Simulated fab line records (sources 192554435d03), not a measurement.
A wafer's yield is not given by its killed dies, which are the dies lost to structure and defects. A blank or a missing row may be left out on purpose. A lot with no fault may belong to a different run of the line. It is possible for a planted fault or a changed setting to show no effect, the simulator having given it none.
fab line records ; flow n5-finfet ; part 1 of 2: steps 1 to 19 of 30
record lots=5; wafers=15; last-day=17
route steps=1938 shown BEOL_M11@1600 BEOL_M12@1602
lots that met no fault: taken from a fault-free run of the same line
start-h: start of the lot's first displayed wafer, in hours after the record's first day ; wait-h: how many hours have passed since the lot's step before this one ; " identical to the entry in the row above ; L1.1+2: one row covering several wafers at once ; - no value, or no start given ; * or withheld: withheld ; < > ~ a bound
route shown NAME@n: NAME is a module with steps in the file, n the number in the route of the first one ; usual: mean/standard deviation taken from wafers without a fault ; same: alike in all rows ; chamber/n: place in a boat ; sites: per-site readings ; _std_site: standard deviation of those values ; _edge_site: outer sites' mean less inner sites' ; radius-mm: for every site, how far away it sits from the centre of the wafer ; mask NAME#n: copy n ; behind: the tool/chamber that last shaped the wafer ; hold: cause of the lot's hold/its duration in hours/its outcome ; device: the transistor (n, p or np) that didn't switch ; end of line: the tests these same wafers got at the end of their route ; a step with no rows: only its recipe ; killed: not the wafer's yield, but the dies lost to structure and defects at the first sort ; map: the dies of a wafer, with x for killed, . for not killed, _ for no die there
set.NAME: the run value of the setting; set.NAME@STEP: its run value at that earlier step ; model.NAME: the simulator's own value behind a step, which no gauge read
lots at selected steps of the route; one table per step, one row per wafer
services: the hour from which a tool's chamber was out of use, counted from the record's first day as start-h (under 0 if before that day), plus the number of hours and why
## steps
# step N5_BEOL_M11_RS_MEAS_57
# recipe thk-meas-gauge=four-point-probe; reads=Cu_of_BEOL_M11_ECD_50+Co_of_BEOL_M11_CVD_75+TaN_of_BEOL_M11_ALD_74
# usual M11_RS=0.151/0.0039
lot.wafer;tool;chamber;start-h;wait-h;M11_RS[ohm/sq]
L076.3;film-metro-01;-;276.36;0.0;0.145
L076.5;film-metro-01;-;276.36;0.0;0.152
L076.6;film-metro-01;-;276.36;0.0;0.146
L087.1;film-metro-01;-;315.43;0.0;0.153
L087.2;film-metro-01;-;315.43;0.0;0.149
L087.3;film-metro-01;-;315.43;0.0;0.154
L086.1;film-metro-02;-;340.62;0.0;0.155
L086.3;film-metro-02;-;340.62;0.0;0.148
L086.4;film-metro-02;-;340.62;0.0;0.157
L088.3;film-metro-02;-;341.89;0.0;0.144
L088.5;film-metro-02;-;341.89;0.0;0.144
L088.6;film-metro-02;-;341.89;0.0;0.153
L092.4;film-metro-02;-;374.94;0.0;0.154
L092.5;film-metro-02;-;374.94;0.0;0.148
L092.6;film-metro-02;-;374.94;0.0;0.153
# step N5_BEOL_M11_INSPECT_58
# recipe inspect-instrument=darkfield; mode=post-dep
# usual raw-defect-count=69/21
lot.wafer;tool;chamber;start-h;wait-h;raw-defect-count
L076.3;defect-inspect-01;-;276.39;0.0;70
L076.5;defect-inspect-01;-;276.39;0.0;37
L076.6;defect-inspect-01;-;276.39;0.0;55
L087.1;defect-inspect-02;-;315.45;0.0;74
L087.2;defect-inspect-02;-;315.45;0.0;59
L087.3;defect-inspect-02;-;315.45;0.0;52
L086.1;defect-inspect-01;-;340.64;0.0;55
L086.3;defect-inspect-01;-;340.64;0.0;63
L086.4;defect-inspect-01;-;340.64;0.0;74
L088.3;defect-inspect-02;-;341.92;0.0;43
L088.5;defect-inspect-02;-;341.92;0.0;64
L088.6;defect-inspect-02;-;341.92;0.0;76
L092.4;defect-inspect-01;-;374.97;0.0;95
L092.5;defect-inspect-01;-;374.97;0.0;74
L092.6;defect-inspect-01;-;374.97;0.0;87
# step N5_BEOL_M12_ILD_DEP_00
# recipe material=SiOC; target-thk-a=6589.2; temp-c=350; precursor=DEMS/O2; pressure-torr=5; rf-w=500; time-s=130.7
# usual heater-power-w=465/60; showerhead-plenum-p-Torr=5.688/0.014; throttle-valve-pct=12.1/0.52
lot.wafer;tool;chamber;start-h;wait-h;heater-power-w;showerhead-plenum-p-Torr;throttle-valve-pct
L076.3;pecvd-04;2;276.42;0.0;402;5.686;11.9
L076.5;pecvd-04;1;276.42;0.0;483;5.687;12.3
L076.6;pecvd-04;2;276.42;0.0;442;5.679;11.8
L087.1;pecvd-01;1;315.49;0.0;447;5.694;11.9
L087.2;pecvd-01;0;315.49;0.0;404;5.690;12.0
L087.3;pecvd-01;2;315.49;0.0;553;5.678;11.8
L086.1;pecvd-03;0;340.68;0.0;495;5.738;12.9
L086.3;pecvd-03;1;340.68;0.0;435;5.668;12.7
L086.4;pecvd-03;0;340.68;0.0;531;5.702;12.8
L088.3;pecvd-04;2;342.00;0.1;469;5.697;12.3
L088.5;pecvd-04;0;342.00;0.1;351;5.684;11.8
L088.6;pecvd-04;2;342.00;0.1;487;5.688;12.2
L092.4;pecvd-01;1;375.05;0.1;470;5.683;12.0
L092.5;pecvd-01;0;375.05;0.1;365;5.693;12.0
L092.6;pecvd-01;2;375.05;0.1;464;5.679;12.1
# step N5_BEOL_M12_THK_MEAS_01
# recipe reads=SiOC_of_BEOL_M12_ILD_DEP_00
# usual M12_ILD_THK=657/8.8
lot.wafer;tool;chamber;start-h;wait-h;M12_ILD_THK[nm]
L076.3;film-metro-01;-;276.56;0.1;654
L076.5;film-metro-01;-;276.56;0.1;656
L076.6;film-metro-01;-;276.56;0.1;660
L087.1;film-metro-01;-;315.62;0.1;668
L087.2;film-metro-01;-;315.62;0.1;665
L087.3;film-metro-01;-;315.62;0.1;668
L086.1;film-metro-02;-;340.81;0.1;647
L086.3;film-metro-02;-;340.81;0.1;657
L086.4;film-metro-02;-;340.81;0.1;660
L088.3;film-metro-01;-;342.13;0.1;655
L088.5;film-metro-01;-;342.13;0.1;656
L088.6;film-metro-01;-;342.13;0.1;655
L092.4;film-metro-02;-;375.13;0.0;665
L092.5;film-metro-02;-;375.13;0.0;659
L092.6;film-metro-02;-;375.13;0.0;658
# step N5_BEOL_M12_COAT_58
# recipe resist=BARC; temp-c=205; time-s=60; spin-rpm=1500; resist-thk-nm=89
# usual exhaust-pa=44.9/0.99; heater-power-total-W=391.8/1.4; spin-speed-rpm=1500.1/1
lot.wafer;tool;chamber;start-h;wait-h;exhaust-pa;heater-power-total-W;spin-speed-rpm
L076.3;litho-track-04;0;276.59;0.0;47.9;394.0;1499.1
L076.5;litho-track-04;0;276.59;0.0;45.8;392.3;1499.8
L076.6;litho-track-04;0;276.59;0.0;46.4;392.4;1501.0
L087.1;litho-track-04;0;315.65;0.0;42.9;390.8;1502.2
L087.2;litho-track-04;0;315.65;0.0;45.2;392.1;1501.7
L087.3;litho-track-04;0;315.65;0.0;44.7;393.7;1499.2
L086.1;litho-track-04;0;340.84;0.0;44.2;392.7;1501.3
L086.3;litho-track-04;0;340.84;0.0;43.5;391.4;1500.5
L086.4;litho-track-04;0;340.84;0.0;42.9;390.1;1498.8
L088.3;litho-track-04;0;342.17;0.0;45.7;391.4;1501.7
L088.5;litho-track-04;0;342.17;0.0;45.2;392.8;1501.8
L088.6;litho-track-04;0;342.17;0.0;46.0;392.4;1501.1
L092.4;litho-track-04;0;375.17;0.0;46.5;393.3;1501.1
L092.5;litho-track-04;0;375.17;0.0;45.0;391.8;1500.5
L092.6;litho-track-04;0;375.17;0.0;45.0;393.4;1500.7
# step N5_BEOL_M12_COAT_04
# recipe spin-rpm=1625; resist-thk-nm=400
# usual exhaust-pa=45.2/0.96; spin-speed-rpm=1624.9/1.1
lot.wafer;tool;chamber;start-h;wait-h;exhaust-pa;spin-speed-rpm
L076.3;litho-track-04;0;-;-;43.6;1624.0
L076.5;litho-track-04;0;-;-;44.4;1622.2
L076.6;litho-track-04;0;-;-;44.3;1623.2
L087.1;litho-track-04;0;-;-;45.1;1624.7
L087.2;litho-track-04;0;-;-;47.5;1624.0
L087.3;litho-track-04;0;-;-;45.8;1626.6
L086.1;litho-track-04;0;-;-;43.0;1623.8
L086.3;litho-track-04;0;-;-;43.4;1624.5
L086.4;litho-track-04;0;-;-;45.1;1624.6
L088.3;litho-track-04;0;-;-;45.9;1625.7
L088.5;litho-track-04;0;-;-;47.0;1627.6
L088.6;litho-track-04;0;-;-;45.7;1623.8
L092.4;litho-track-04;0;-;-;46.0;1625.1
L092.5;litho-track-04;0;-;-;45.9;1626.7
L092.6;litho-track-04;0;-;-;45.3;1626.3
# step N5_BEOL_M12_EBR_06
# recipe solvent=PGMEA; ebr-width-mm=1.5
# usual exhaust-pa=44.9/0.83
lot.wafer;tool;chamber;start-h;wait-h;exhaust-pa
L076.3;litho-track-04;0;-;-;44.1
L076.5;litho-track-04;0;-;-;44.5
L076.6;litho-track-04;0;-;-;43.9
L087.1;litho-track-04;0;-;-;44.5
L087.2;litho-track-04;0;-;-;44.2
L087.3;litho-track-04;0;-;-;43.1
L086.1;litho-track-04;0;-;-;45.6
L086.3;litho-track-04;0;-;-;45.9
L086.4;litho-track-04;0;-;-;44.9
L088.3;litho-track-04;0;-;-;43.8
L088.5;litho-track-04;0;-;-;43.8
L088.6;litho-track-04;0;-;-;44.0
L092.4;litho-track-04;0;-;-;45.6
L092.5;litho-track-04;0;-;-;45.5
L092.6;litho-track-04;0;-;-;45.6
# step N5_BEOL_M12_SOFTBAKE_05
# recipe temp-c=130; time-s=60
# usual exhaust-pa=44.8/0.88; heater-power-total-W=218.7/1.5
lot.wafer;tool;chamber;start-h;wait-h;exhaust-pa;heater-power-total-W
L076.3;litho-track-04;0;-;-;44.9;216.5
L076.5;litho-track-04;0;-;-;45.2;216.5
L076.6;litho-track-04;0;-;-;45.4;219.5
L087.1;litho-track-04;0;-;-;43.1;218.0
L087.2;litho-track-04;0;-;-;44.0;221.1
L087.3;litho-track-04;0;-;-;44.0;216.6
L086.1;litho-track-04;0;-;-;44.2;219.6
L086.3;litho-track-04;0;-;-;45.5;218.6
L086.4;litho-track-04;0;-;-;44.5;220.9
L088.3;litho-track-04;0;-;-;46.2;220.8
L088.5;litho-track-04;0;-;-;45.5;220.2
L088.6;litho-track-04;0;-;-;46.1;218.6
L092.4;litho-track-04;0;-;-;44.9;217.2
L092.5;litho-track-04;0;-;-;45.2;221.0
L092.6;litho-track-04;0;-;-;45.5;219.9
# step N5_BEOL_M12_EXPOSE_07
# recipe mask-id=V11; na=0.93; source-shape=conventional; sigma-outer=0.6; polarization=unpolarized; attpsm-phase-deg=180; dose-mj=32.5
lot.wafer;tool;chamber;start-h;wait-h;mask
L076.3+5+6;krf-scanner-01;0;276.82;-;V11#0
L087.1+2+3;krf-scanner-01;0;315.88;-;V11#0
L086.1+3+4;krf-scanner-01;0;341.07;-;V11#0
L088.3+5+6;krf-scanner-01;0;342.28;-;V11#0
L092.4+5+6;krf-scanner-01;0;375.41;-;V11#0
# step N5_BEOL_M12_PEB_08
# recipe peb-temp-c=130; peb-time-s=90
# usual exhaust-pa=44.8/0.94; heater-power-total-W=172.5/0.78
lot.wafer;tool;chamber;start-h;wait-h;exhaust-pa;heater-power-total-W
L076.3;litho-track-02;0;276.87;0.0;46.6;172.9
L076.5;litho-track-02;0;276.87;0.0;46.2;172.2
L076.6;litho-track-02;0;276.87;0.0;47.6;172.1
L087.1;litho-track-02;0;315.94;0.1;44.4;171.8
L087.2;litho-track-02;0;315.94;0.1;43.4;172.8
L087.3;litho-track-02;0;315.94;0.1;43.7;171.9
L086.1;litho-track-04;0;341.12;0.1;45.8;172.6
L086.3;litho-track-04;0;341.12;0.1;45.8;173.3
L086.4;litho-track-04;0;341.12;0.1;45.6;172.0
L088.3;litho-track-04;0;342.32;0.0;45.4;173.2
L088.5;litho-track-04;0;342.32;0.0;46.3;172.3
L088.6;litho-track-04;0;342.32;0.0;45.4;171.7
L092.4;litho-track-04;0;375.45;0.0;44.8;172.7
L092.5;litho-track-04;0;375.45;0.0;44.5;173.1
L092.6;litho-track-04;0;375.45;0.0;44.4;171.8
# step N5_BEOL_M12_DEVELOP_09
# recipe develop-time-s=45; rinse-liquid=diw; dry=air-spin; dev-temp-c=21
# usual developer-temp-C=20.99/0.095; exhaust-pa=45.0/0.95
lot.wafer;tool;chamber;start-h;wait-h;developer-temp-C;exhaust-pa
L076.3;litho-track-02;0;-;-;20.89;45.8
L076.5;litho-track-02;0;-;-;21.07;46.7
L076.6;litho-track-02;0;-;-;21.11;44.7
L087.1;litho-track-02;0;-;-;20.96;44.9
L087.2;litho-track-02;0;-;-;20.92;45.7
L087.3;litho-track-02;0;-;-;21.02;45.2
L086.1;litho-track-04;0;-;-;21.02;44.3
L086.3;litho-track-04;0;-;-;21.08;43.4
L086.4;litho-track-04;0;-;-;21.14;45.1
L088.3;litho-track-04;0;-;-;21.02;44.7
L088.5;litho-track-04;0;-;-;20.98;44.6
L088.6;litho-track-04;0;-;-;20.99;45.3
L092.4;litho-track-04;0;-;-;20.91;45.6
L092.5;litho-track-04;0;-;-;20.91;44.4
L092.6;litho-track-04;0;-;-;20.90;44.9
# step N5_BEOL_M12_HARDBAKE_14
# recipe temp-c=130; time-s=120
# usual exhaust-pa=45.0/0.86; heater-power-total-W=148.0/0.93
lot.wafer;tool;chamber;start-h;wait-h;exhaust-pa;heater-power-total-W
L076.3;litho-track-02;0;-;-;45.7;148.1
L076.5;litho-track-02;0;-;-;45.2;149.2
L076.6;litho-track-02;0;-;-;46.3;146.9
L087.1;litho-track-02;0;-;-;46.0;147.1
L087.2;litho-track-02;0;-;-;45.1;148.3
L087.3;litho-track-02;0;-;-;44.4;147.9
L086.1;litho-track-04;0;-;-;44.6;147.6
L086.3;litho-track-04;0;-;-;45.5;149.1
L086.4;litho-track-04;0;-;-;45.4;147.1
L088.3;litho-track-04;0;-;-;45.8;149.3
L088.5;litho-track-04;0;-;-;46.3;148.8
L088.6;litho-track-04;0;-;-;45.5;148.7
L092.4;litho-track-04;0;-;-;46.2;148.4
L092.5;litho-track-04;0;-;-;45.3;149.3
L092.6;litho-track-04;0;-;-;44.9;148.3
# step N5_BEOL_M12_CD_MEAS_10
# recipe target-cd-nm=140; landing-energy-ev=500; detector=se-inlens; polarity=opening
# usual cd-nm=141.2/1.7
# same landing-energy-ev=500
lot.wafer;tool;chamber;start-h;wait-h;cd-nm
L076.3;cd-sem-02;0;276.99;-;139.2
L076.5;cd-sem-02;0;276.99;-;142.1
L076.6;cd-sem-02;0;276.99;-;142.4
L087.1;cd-sem-02;0;316.05;-;143.9
L087.2;cd-sem-02;0;316.05;-;142.5
L087.3;cd-sem-02;0;316.05;-;144.1
L086.1;cd-sem-03;0;341.24;-;140.7
L086.3;cd-sem-03;0;341.24;-;143.8
L086.4;cd-sem-03;0;341.24;-;142.3
L088.3;cd-sem-03;0;342.44;-;141.1
L088.5;cd-sem-03;0;342.44;-;140.0
L088.6;cd-sem-03;0;342.44;-;140.5
L092.4;cd-sem-03;0;375.57;-;143.5
L092.5;cd-sem-03;0;375.57;-;143.8
L092.6;cd-sem-03;0;375.57;-;144.2
# step N5_BEOL_M12_OVL_MEAS_11
# recipe points-per-wafer=44
# usual V11_OVL=3/5.3
lot.wafer;tool;chamber;start-h;wait-h;V11_OVL[nm]
L076.3;overlay-02;0;277.01;0.0;8
L076.5;overlay-02;0;277.01;0.0;8
L076.6;overlay-02;0;277.01;0.0;9
L087.1;overlay-02;0;316.08;0.0;-8
L087.2;overlay-02;0;316.08;0.0;0
L087.3;overlay-02;0;316.08;0.0;4
L086.1;overlay-02;0;341.27;0.0;-2
L086.3;overlay-02;0;341.27;0.0;-1
L086.4;overlay-02;0;341.27;0.0;-3
L088.3;overlay-01;0;342.47;0.0;-3
L088.5;overlay-01;0;342.47;0.0;3
L088.6;overlay-01;0;342.47;0.0;3
L092.4;overlay-01;0;375.59;0.0;6
L092.5;overlay-01;0;375.59;0.0;4
L092.6;overlay-01;0;375.59;0.0;5
# step N5_BEOL_M12_INSPECT_12
# recipe mode=adi; inspect-instrument=macro
# usual raw-defect-count=2/1.4
lot.wafer;tool;chamber;start-h;wait-h;raw-defect-count
L076.3;defect-inspect-02;-;277.04;0.0;1
L076.5;defect-inspect-02;-;277.04;0.0;1
L076.6;defect-inspect-02;-;277.04;0.0;4
L087.1;defect-inspect-02;-;316.10;0.0;2
L087.2;defect-inspect-02;-;316.10;0.0;5
L087.3;defect-inspect-02;-;316.10;0.0;2
L086.1;defect-inspect-02;-;341.29;0.0;3
L086.3;defect-inspect-02;-;341.29;0.0;1
L086.4;defect-inspect-02;-;341.29;0.0;0
L088.3;defect-inspect-01;-;342.49;0.0;3
L088.5;defect-inspect-01;-;342.49;0.0;4
L088.6;defect-inspect-01;-;342.49;0.0;4
L092.4;defect-inspect-02;-;375.62;0.0;1
L092.5;defect-inspect-02;-;375.62;0.0;2
L092.6;defect-inspect-02;-;375.62;0.0;3
# step N5_BEOL_M12_DESCUM_15
# recipe chemistry=O2; time-s=7.9; source-power-w=50; bias-power-w=20; pressure-mtorr=20; rf-frequency-hz=2.712e+07; temp-c=40; o2-flow-sccm=225
# usual drypump-motor-current-A=5.7/0.41; oes-product-au=0.81/0.079; rf-vpp-V=242.8/1.7; showerhead-plenum-p-Torr=2.07/0.1; throttle-valve-pct=20.54/0.17
lot.wafer;tool;chamber;start-h;wait-h;drypump-motor-current-A;oes-product-au;rf-hours-counter-h;rf-vpp-V;showerhead-plenum-p-Torr;throttle-valve-pct
L076.3;rie-diel-05;3;277.07;0.0;4.9;0.83;81;243.4;2.21;20.46
L076.5;rie-diel-05;1;277.07;0.0;5.5;0.83;-;243.2;2.13;20.76
L076.6;rie-diel-05;2;277.07;0.0;5.8;0.71;-;240.9;1.90;20.72
L087.1;rie-diel-03;2;316.14;0.0;5.6;0.68;223;242.5;2.08;20.53
L087.2;rie-diel-03;1;316.14;0.0;5.7;0.87;42;243.7;2.13;20.15
L087.3;rie-diel-03;0;316.14;0.0;5.7;0.70;215;239.4;1.89;20.62
L086.1;rie-diel-04;3;341.33;0.0;6.4;0.93;27;241.2;2.05;20.57
L086.3;rie-diel-04;1;341.33;0.0;6.0;0.83;63;242.1;2.04;20.32
L086.4;rie-diel-04;0;341.33;0.0;6.1;0.81;89;246.1;2.19;20.66
L088.3;rie-diel-03;2;342.54;0.0;5.6;0.68;233;242.5;2.08;20.55
L088.5;rie-diel-03;3;342.54;0.0;5.5;0.86;-;244.4;2.15;20.38
L088.6;rie-diel-03;0;342.54;0.0;5.7;0.69;-;239.7;1.89;20.64
L092.4;rie-diel-04;3;375.67;0.0;6.4;0.89;-;241.4;2.05;20.59
L092.5;rie-diel-04;2;375.67;0.0;5.9;0.79;-;241.9;2.01;20.44
L092.6;rie-diel-04;0;375.67;0.0;6.2;0.78;-;245.9;2.18;20.70
# step N5_BEOL_M12_ETCH_59
# recipe chemistry=N2/H2; target=BARC; target-depth-a=890; overetch-a=267; time-s=67.9; ion-energy-ev=200; pressure-mtorr=30; source-w=840; bias-w=150; n2-flow-sccm=200; h2-flow-sccm=200
# usual drypump-motor-current-A=5.7/0.41; h2-flow-sccm=200.0/0.58; oes-product-au=0.69/0.062; rf-vpp-V=523/3.4; showerhead-plenum-p-Torr=2.52/0.11; throttle-valve-pct=17.99/0.25
lot.wafer;tool;chamber;start-h;wait-h;drypump-motor-current-A;h2-flow-sccm;oes-product-au;rf-hours-counter-h;rf-vpp-V;showerhead-plenum-p-Torr;throttle-valve-pct
L076.3;rie-diel-05;3;277.11;0.0;4.9;199.9;0.71;81;529;2.69;18.00
L076.5;rie-diel-05;1;277.11;0.0;5.5;200.2;0.70;-;524;2.57;18.19
L076.6;rie-diel-05;2;277.11;0.0;5.9;199.6;0.62;-;517;2.33;18.36
L087.1;rie-diel-03;2;316.17;0.0;5.6;200.1;0.60;223;524;2.50;17.82
L087.2;rie-diel-03;1;316.17;0.0;5.8;200.4;0.74;42;526;2.58;17.63
L087.3;rie-diel-03;0;316.17;0.0;5.8;199.5;0.61;215;516;2.33;18.22
L086.1;rie-diel-04;3;341.36;0.0;6.4;199.1;0.79;27;523;2.49;17.99
L086.3;rie-diel-04;1;341.36;0.0;6.0;200.4;0.71;63;523;2.48;17.78
L086.4;rie-diel-04;0;341.36;0.0;6.2;199.8;0.69;89;528;2.68;18.26
L088.3;rie-diel-03;2;342.57;0.0;5.6;199.6;0.59;233;524;2.49;17.84
L088.5;rie-diel-03;3;342.57;0.0;5.5;198.9;0.74;-;525;2.58;17.60
L088.6;rie-diel-03;0;342.57;0.0;5.7;199.5;0.60;-;517;2.33;18.23
L092.4;rie-diel-04;3;375.71;0.0;6.4;200.0;0.76;-;523;2.49;18.03
L092.5;rie-diel-04;2;375.71;0.0;6.0;198.9;0.68;-;520;2.45;17.97
L092.6;rie-diel-04;0;375.71;0.0;6.1;199.2;0.68;-;528;2.67;18.28
# step N5_BEOL_M12_VIA_ETCH_16
# recipe chemistry=C4F8/O2/Ar; target=SiOC; pressure-mtorr=30; source-w=3000; bias-w=700; Ar_flow_sccm=400; C4F8_flow_sccm=15; O2_flow_sccm=8; he-inner-torr=15; he-outer-torr=30; target-depth-a=7248; time-s=withheld; ion-energy-ev=250; ends=cleared
# usual C4F8_flow_sccm=15.00/0.046; drypump-motor-current-A=5.7/0.41; oes-product-au=0.74/0.071; rf-vpp-V=664/4.1; showerhead-plenum-p-Torr=3.38/0.15; throttle-valve-pct=24.30/0.23
lot.wafer;tool;chamber;start-h;wait-h;C4F8_flow_sccm;drypump-motor-current-A;oes-product-au;rf-vpp-V;showerhead-plenum-p-Torr;throttle-valve-pct
L076.3;rie-diel-05;3;277.16;0.0;15.05;4.9;0.75;670;3.59;24.25
L076.5;rie-diel-05;1;277.16;0.0;15.03;5.5;0.75;666;3.45;24.44
L076.6;rie-diel-05;2;277.16;0.0;15.04;5.8;0.66;659;3.14;24.60
L087.1;rie-diel-03;2;316.23;0.0;15.00;5.6;0.62;664;3.42;24.40
L087.2;rie-diel-03;1;316.23;0.0;15.08;5.8;0.79;667;3.47;23.92
L087.3;rie-diel-03;0;316.23;0.0;15.05;5.7;0.63;658;3.12;24.34
L086.1;rie-diel-04;3;341.41;0.0;14.95;6.4;0.84;663;3.33;24.29
L086.3;rie-diel-04;1;341.41;0.0;14.99;6.0;0.75;662;3.32;24.00
L086.4;rie-diel-04;0;341.41;0.0;15.00;6.2;0.73;671;3.61;24.70
L088.3;rie-diel-03;2;342.63;0.0;14.99;5.6;0.62;664;3.41;24.39
L088.5;rie-diel-03;3;342.63;0.0;15.04;5.5;0.78;667;3.49;24.10
L088.6;rie-diel-03;0;342.63;0.0;14.92;5.7;0.62;657;3.11;24.36
L092.4;rie-diel-04;3;375.82;0.1;15.04;6.5;0.81;665;3.33;24.30
L092.5;rie-diel-04;2;375.82;0.1;14.99;6.0;0.72;664;3.31;24.36
L092.6;rie-diel-04;0;375.82;0.1;15.01;6.2;0.71;669;3.60;24.71
# step N5_BEOL_M12_STRIP_63
# recipe chemistry=N2/H2; power-w=1000; temp-c=250; h2-frac=0.65; overash-fraction=0.3; pressure-mtorr=1000; n2-flow-sccm=1750; h2-flow-sccm=3250
# usual drypump-motor-current-A=5.95/0.3; h2-flow-sccm=3250/9.7; heater-power-w=338/33; oes-product-au=0.694/0.0045; strip-time-to-endpoint-s=42.8/0.75
lot.wafer;tool;chamber;start-h;wait-h;drypump-motor-current-A;h2-flow-sccm;heater-power-w;oes-product-au;rf-hours-counter-h;strip-time-to-endpoint-s
L076.3;plasma-asher-01;0;277.38;-;5.46;3242;304;0.696;-;43.8
L076.5;plasma-asher-01;1;277.38;-;6.28;3263;347;0.695;-;42.8
L076.6;plasma-asher-01;0;277.38;-;5.45;3254;307;0.689;-;42.3
L087.1;plasma-asher-01;1;316.42;-;6.29;3249;346;0.691;133;42.6
L087.2;plasma-asher-01;0;316.42;-;5.43;3250;312;0.695;133;42.4
L087.3;plasma-asher-01;1;316.42;-;6.32;3250;341;0.692;-;42.5
L086.1;plasma-asher-01;0;341.61;-;5.43;3250;311;0.697;139;43.5
L086.3;plasma-asher-01;1;341.61;-;6.31;3267;354;0.700;-;42.3
L086.4;plasma-asher-01;0;341.61;-;5.45;3260;312;0.696;-;42.0
L088.3;plasma-asher-02;0;342.84;-;6.03;3263;392;0.694;-;43.5
L088.5;plasma-asher-02;0;342.84;-;6.03;3252;395;0.691;-;42.6
L088.6;plasma-asher-02;1;342.84;-;6.00;3230;304;0.697;-;43.2
L092.4;plasma-asher-01;1;375.95;-;6.32;3243;354;0.690;-;41.7
L092.5;plasma-asher-01;0;375.95;-;5.46;3244;308;0.696;-;42.5
L092.6;plasma-asher-01;1;375.95;-;6.29;3251;357;0.697;-;42.6
